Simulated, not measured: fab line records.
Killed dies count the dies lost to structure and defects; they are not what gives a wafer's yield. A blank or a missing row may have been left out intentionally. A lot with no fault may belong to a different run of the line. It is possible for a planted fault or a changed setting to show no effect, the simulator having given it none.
Chamber matching    flow n5Finfet    N5_BEOL_M8_STRIP_67 on rieDiel-05 has 4 sister chambers
The step strips in CF4. 30 wafers are shown with their chamber, then 12 later ones without.

== EACH WAFER AND ITS CHAMBER ==
wafer   chamber  drypumpMotorCurrentA (A)  showerheadPlenumPTorr (Torr)  oesProductAu (a.u.)
L076.1  2        5.8                       1.84                          0.70
L076.2  1        5.4                       1.78                          0.95
L076.4  3        5.7                       1.79                          0.71
L075.1  0        5.6                       1.91                          0.84
L075.2  1        5.4                       1.78                          0.94
L075.3  2        5.8                       1.84                          0.70
L075.4  3        5.7                       1.78                          0.70
L075.5  1        5.4                       1.78                          0.94
L075.6  2        5.8                       1.84                          0.69
L078.3  1        5.4                       1.78                          0.93
L078.5  2        5.8                       1.84                          0.69
L078.6  1        5.4                       1.78                          0.93
L082.1  3        5.7                       1.78                          0.70
L082.2  1        5.4                       1.77                          0.92
L082.3  0        5.6                       1.91                          0.83
L082.4  2        5.8                       1.84                          0.69
L082.5  1        5.4                       1.77                          0.92
L082.6  2        5.8                       1.84                          0.69
L080.1  2        5.7                       1.84                          0.69
L080.2  1        5.4                       1.77                          0.90
L080.4  3        5.7                       1.78                          0.70
L084.3  2        5.8                       1.84                          0.68
L084.5  2        5.8                       1.84                          0.69
L084.6  1        5.4                       1.77                          0.91
L087.1  2        5.7                       1.84                          0.68
L087.3  0        5.6                       1.90                          0.81
L087.4  3        5.7                       1.78                          0.69
L088.1  2        5.8                       1.84                          0.69
L088.4  0        5.6                       1.90                          0.82
L088.5  2        5.8                       1.84                          0.68

SIGNATURES (averages over the wafers above)
reading                chamber 0  chamber 1  chamber 2  chamber 3  scatter within a chamber
drypumpMotorCurrentA   5.600      5.400      5.783      5.700      0.0253
showerheadPlenumPTorr  1.9050     1.7756     1.8400     1.7820     0.00393
oesProductAu           0.8250     0.9267     0.6892     0.7000     0.0111
Rule: distance of a wafer from a chamber = root of the sum over the readings of ((wafer's reading minus chamber's mean) / reading's scatter) squared. If the next closest chamber is less than 2 further off than the closest, the wafer can't be placed; otherwise it belongs to the closest. The scatter: take each reading less its chamber's mean, square it, sum over the shown wafers, divide by the number of wafers less the number of chambers, and take the root.

== WAFERS WHOSE CHAMBER IS MISSING ==
wafer   drypumpMotorCurrentA (A)  showerheadPlenumPTorr (Torr)  oesProductAu (a.u.)
L090.3  5.4                       1.77                          0.89
L090.4  5.6                       1.90                          0.81
L090.6  5.4                       1.77                          0.87
L089.3  5.8                       1.83                          0.68
L089.5  5.4                       1.77                          0.88
L089.6  5.7                       1.83                          0.67
L092.2  5.4                       1.77                          0.87
L092.3  5.8                       1.83                          0.67
L092.4  5.4                       1.77                          0.87
L097.1  5.4                       1.76                          0.85
L097.4  5.6                       1.89                          0.79
L097.5  5.4                       1.76                          0.86

== CHAMBER TAKEN BY EACH ==
wafer   from the rows above  in truth
L090.3  1                    1
L090.4  0                    0
L090.6  1                    1
L089.3  2                    2
L089.5  1                    1
L089.6  2                    2
L092.2  1                    1
L092.3  2                    2
L092.4  1                    1
L097.1  1                    1
L097.4  0                    0
L097.5  1                    1
Correct placement for 12 of the 12. Left unplaced by these rows: 0. Wrongly placed: 0.
